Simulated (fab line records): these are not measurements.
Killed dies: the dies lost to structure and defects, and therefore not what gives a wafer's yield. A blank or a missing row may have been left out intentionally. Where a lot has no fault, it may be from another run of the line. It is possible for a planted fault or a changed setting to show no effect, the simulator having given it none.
Matching of chambers | flow nand_harc | NHARC_P_ZERO_WELL_DESCUM_39 on rie_diel-03: 4 sister chambers
The step chemistry O2, time 3 s. 7 wafers are shown with their chamber, then 7 later ones without.

== WAFERS WITH THEIR CHAMBER ==
wafer  | chamber | drypump_motor_current_A (A) | showerhead_plenum_p_Torr (Torr)
L496.4 | 0       | 5.97                        | 1.93
L507.2 | 1       | 5.94                        | 2.06
L507.3 | 0       | 5.96                        | 1.92
L509.5 | 3       | 5.77                        | 1.99
L509.6 | 2       | 6.10                        | 1.80
L514.1 | 2       | 6.09                        | 1.79
L514.3 | 3       | 5.77                        | 1.99

== WAFERS WITH NO CHAMBER GIVEN ==
wafer  | drypump_motor_current_A (A) | showerhead_plenum_p_Torr (Torr)
L514.4 | 5.97                        | 1.91
L516.1 | 5.94                        | 2.05
L516.3 | 6.10                        | 1.79
L516.5 | 6.08                        | 1.79
L517.2 | 5.99                        | 1.91
L517.3 | 5.92                        | 2.05
L517.4 | 5.76                        | 1.98

== EACH ONE'S CHAMBER ==
wafer  | from the rows above | in truth
L514.4 | 0                   | 0
L516.1 | 1                   | 1
L516.3 | 2                   | 2
L516.5 | 2                   | 2
L517.2 | 0                   | 0
L517.3 | 1                   | 1
L517.4 | 3                   | 3
Correctly placed: 7 of 7. Can't be placed from these rows: 0. Placed wrongly: 0.
How it was worked out, from the rows above alone: a wafer's distance from a chamber is the root of the sum, over the readings, of the square of ((its reading less the chamber's mean) divided by the reading's scatter). If the next closest chamber is less than 2 further off than the closest, the wafer can't be placed; otherwise it belongs to the closest. For every chamber, the mean is computed from those of its wafers that are shown. The scatter: take each reading less its chamber's mean, square it, sum over the shown wafers, divide by the number of wafers less the number of chambers, and take the root.
